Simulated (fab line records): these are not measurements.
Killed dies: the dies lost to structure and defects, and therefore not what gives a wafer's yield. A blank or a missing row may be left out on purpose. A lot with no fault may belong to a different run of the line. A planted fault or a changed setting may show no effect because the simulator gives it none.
A lot that was struck, set against a sound lot :: flow n5Finfet :: 15 out of 1938 route steps
Sound: the wafers L563.3, L563.5, L563.6. Struck: wafers L568.4, L568.5, L568.6. The cause comes at the end.
At each step with rows: each side's tool, then ch and its chambers, then its first start. Under that, the readings that differ: sound wafers :: struck wafers :: difference of the means :: sigmas: that difference in standard deviations of wafers without a fault.
alike: same words and numbers on both sides, and readings whose means sit less than 2 such deviations apart. not compared: any withheld reading, any reading some wafer has no value for, any bound like >300 that may hide the same value, and any number with overlapping values for which the record gives no deviation.
The two part at a step that has a row with sigmas, a row that says differs or no value, or rows on one side only. When numbers do not overlap yet have no deviation, they are printed without sigmas and do not part them. A reading that every wafer of one side lacks parts them only if that side has two wafers or more.

first, 6 steps without rows for these wafers: N5_BEOL_M9_COAT_22 (resist thk 30 nm); N5_BEOL_M9_EBR_24; N5_BEOL_M9_SOFTBAKE_23 (time 60 s); N5_BEOL_M9_EXPOSE_25 (exposes mask V8); N5_BEOL_M9_PEB_26 (peb time 60 s); N5_BEOL_M9_DEVELOP_27 (develop time 30 s).
N5_BEOL_M9_CD_MEAS_28: target cd 70 nm.
  sound on cdSem-01 ch 0, day 10 08:31; struck on cdSem-02 ch 0, day 12 01:04
  alike: cdNm
N5_BEOL_M9_OVL_MEAS_29:
  sound on overlay-02 ch 0, day 10 08:34; struck on overlay-02 ch 0, day 12 01:07
  alike: V8_OVL
N5_BEOL_M9_INSPECT_30: inspects for defects (brightfield).
  sound on defectInspect-01, day 10 08:37; struck on defectInspect-02, day 12 01:10
  alike: rawDefectCount
N5_BEOL_M9_DESCUM_33: chemistry O2, time 7 s.
  sound on rieDiel-05 ch 0,3, day 10 08:38; struck on rieDiel-02 ch 0,2,3, day 12 01:22
  alike: drypumpMotorCurrentA, oesProductAu, rfVppV, showerheadPlenumPTorr, tempC, throttleValvePct
  not compared: rfHoursCounterH
N5_BEOL_M9_ETCH_76: etches underlayer in N2/H2, target depth 6.5 nm, time 5.2 s.
  sound on rieDiel-05 ch 0,3, day 10 08:41; struck on rieDiel-02 ch 0,2,3, day 12 01:25
  alike: drypumpMotorCurrentA, etchRfOnTimeS, oesProductAu, rfVppV, showerheadPlenumPTorr, throttleValvePct
  not compared: rfHoursCounterH
N5_BEOL_M9_ETCH_65: etches SiARC in CF4, target depth 15.6 nm, time 26 s.
  sound on rieDiel-05 ch 0,3, day 10 08:41; struck on rieDiel-02 ch 0,2,3, day 12 01:26
  alike: drypumpMotorCurrentA, etchRfOnTimeS, oesProductAu, rfVppV, showerheadPlenumPTorr, throttleValvePct
  not compared: rfHoursCounterH
N5_BEOL_M9_ETCH_66: etches SOC in N2/H2, target depth 80 nm, overetch 16 nm, time 120 s.
  sound on rieDiel-05 ch 0,3, day 10 08:43; struck on rieDiel-02 ch 0,2,3, day 12 01:27
reading: model.SiARC_of_BEOL_M9_COAT_64.thkNm (nm)
sound: 6.4 6.4 6.4
struck: 7.4 7.4 7.4
difference: +1.0
sigmas: 
  alike: drypumpMotorCurrentA, oesProductAu, rfVppV, showerheadPlenumPTorr, tempC, throttleValvePct
  not compared: rfHoursCounterH
then, 2 steps without rows for these wafers: N5_BEOL_M9_STRIP_69 (strips in N2/H2); N5_PASSIVATION_PROBE_49.

== WHERE THEY PART ==
Nowhere in this record.

WHY: what had been put in by the simulator
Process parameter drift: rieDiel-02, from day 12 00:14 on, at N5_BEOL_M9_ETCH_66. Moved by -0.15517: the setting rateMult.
